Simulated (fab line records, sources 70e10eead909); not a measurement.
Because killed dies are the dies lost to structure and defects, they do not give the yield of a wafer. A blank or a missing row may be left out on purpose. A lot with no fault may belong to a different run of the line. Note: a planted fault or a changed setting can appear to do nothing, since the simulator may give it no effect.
One fault through the eyes of 2 desks    flow nand_harc    every desk sees just its own numbers, and what lay behind them comes last

== FROM THE METROLOGY DESK ==
What the gauges read for every lot (on any tool): the sampled wafers with a number, averaged. A lot is out of limits, marked OUT, if its mean lies more than 4 standard deviations from the usual mean; the brackets give that distance.
Columns: A = thk_nm at NHARC_A_ONON_D2_THK_MEAS_24, usual 1000 nm
lot   first seen here  A
L855  day 12 19:37     1007
L856  day 13 09:48     1008
L857  day 13 22:57     984
L858  day 13 22:58     1006
L860  day 15 03:28     997
L865  day 16 22:21     987
L868  day 18 20:18     1017
L871  day 19 14:14     994
L873  day 20 08:55     999
L874  day 21 10:10     1014
L876  day 21 16:55     999
L877  day 22 05:06     996
This desk's verdict: no lot among the 12 shows anything out of limits.

== DESK OF THE TOOL OWNER: rie_si-04 ==
The tool's own readings at NHARC_A_DECK1_JOINT_ETCHBACK_00 (etches the open film in HBr, target depth 30 nm, time 17.4 s): means of the sampled wafers that have a number, for each lot that ran on this tool. A lot is out of limits, marked OUT, if its mean lies more than 4 standard deviations from the usual mean; the brackets give that distance.
Columns: A = drypump_motor_current_A at NHARC_A_DECK1_JOINT_ETCHBACK_00, usual 5.8 A; B = hbr_flow_sccm at NHARC_A_DECK1_JOINT_ETCHBACK_00, usual 150.0 sccm; C = oes_product_au at NHARC_A_DECK1_JOINT_ETCHBACK_00, usual 0.993 a.u.; D = run_length_s at NHARC_A_DECK1_JOINT_ETCHBACK_00, usual 38.7 s; E = throttle_valve_pct at NHARC_A_DECK1_JOINT_ETCHBACK_00, usual 23.268 %
lot   first seen here  A    B      C      D     E
L860  day 13 14:41     5.9  149.8  0.992  39.1  23.261
L868  day 17 06:08     5.9  150.1  1.004  37.6  23.278
L877  day 20 11:33     6.1  150.1  0.979  38.9  23.272
This desk's verdict: no lot among the 3 shows anything out of limits.

== PUT TOGETHER ==
From the metrology desk's view, nothing was out of limits.
The desk of the tool owner found nothing out of limits.

== WHAT THE SIMULATOR HAD PUT IN ==
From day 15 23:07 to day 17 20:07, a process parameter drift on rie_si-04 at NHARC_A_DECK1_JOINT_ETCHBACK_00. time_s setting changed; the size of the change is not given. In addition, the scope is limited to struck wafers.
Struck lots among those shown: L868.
